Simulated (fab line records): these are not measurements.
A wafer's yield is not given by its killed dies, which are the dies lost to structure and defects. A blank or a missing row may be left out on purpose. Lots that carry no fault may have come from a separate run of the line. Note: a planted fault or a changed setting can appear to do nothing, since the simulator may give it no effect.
Chamber matching + flow nand-harc + NHARC_A_M0_ETCH_34 on rie-diel-10: 4 sister chambers
The step etches the open film in N2/H2, target depth 40 nm, overetch 12 nm, time 43.94 s. 8 wafers are shown with their chamber, then 7 later ones without.

== WAFERS PAIRED WITH THEIR CHAMBERS ==
| wafer  | chamber | rf-vpp-V (V) | drypump-motor-current-A (A) |
|--------|---------|--------------|-----------------------------|
| L080.5 | 2       | 428.1        | 5.4                         |
| L079.3 | 0       | 435.0        | 5.3                         |
| L079.5 | 3       | 427.9        | 5.6                         |
| L081.2 | 1       | 434.9        | 5.4                         |
| L081.3 | 0       | 435.7        | 5.3                         |
| L081.4 | 3       | 428.2        | 5.5                         |
| L081.1 | 2       | 428.7        | 5.4                         |
| L081.5 | 1       | 432.9        | 5.4                         |

== WAFERS MISSING THEIR CHAMBER ==
| wafer  | rf-vpp-V (V) | drypump-motor-current-A (A) |
|--------|--------------|-----------------------------|
| L081.6 | 428.2        | 5.4                         |
| L082.1 | 427.6        | 5.6                         |
| L082.2 | 434.6        | 5.4                         |
| L082.4 | 434.3        | 5.2                         |
| L085.3 | 433.2        | 5.4                         |
| L085.4 | 429.2        | 5.4                         |
| L085.5 | 426.8        | 5.4                         |

== WHICH CHAMBER EACH ONE RAN IN ==
| wafer  | from the rows above | in truth |
|--------|---------------------|----------|
| L081.6 | 2                   | 2        |
| L082.1 | 3                   | 3        |
| L082.2 | 1                   | 1        |
| L082.4 | 0                   | 0        |
| L085.3 | 1                   | 1        |
| L085.4 | 2                   | 2        |
| L085.5 | 2                   | 2        |
7 of 7 placed correctly. Not placeable from these rows: 0. Wrongly placed: 0.
How it was worked out, from the rows above alone: a wafer's distance from a chamber is the root of the sum, over the readings, of the square of ((its reading less the chamber's mean) divided by the reading's scatter). If the next closest chamber is less than 2 further off than the closest, the wafer can't be placed; otherwise it belongs to the closest. A chamber's mean is the mean of its shown wafers. How the scatter is found: for the shown wafers, subtract from each reading the mean of its chamber, square and add these, divide the total by (wafers less chambers), then take the root.
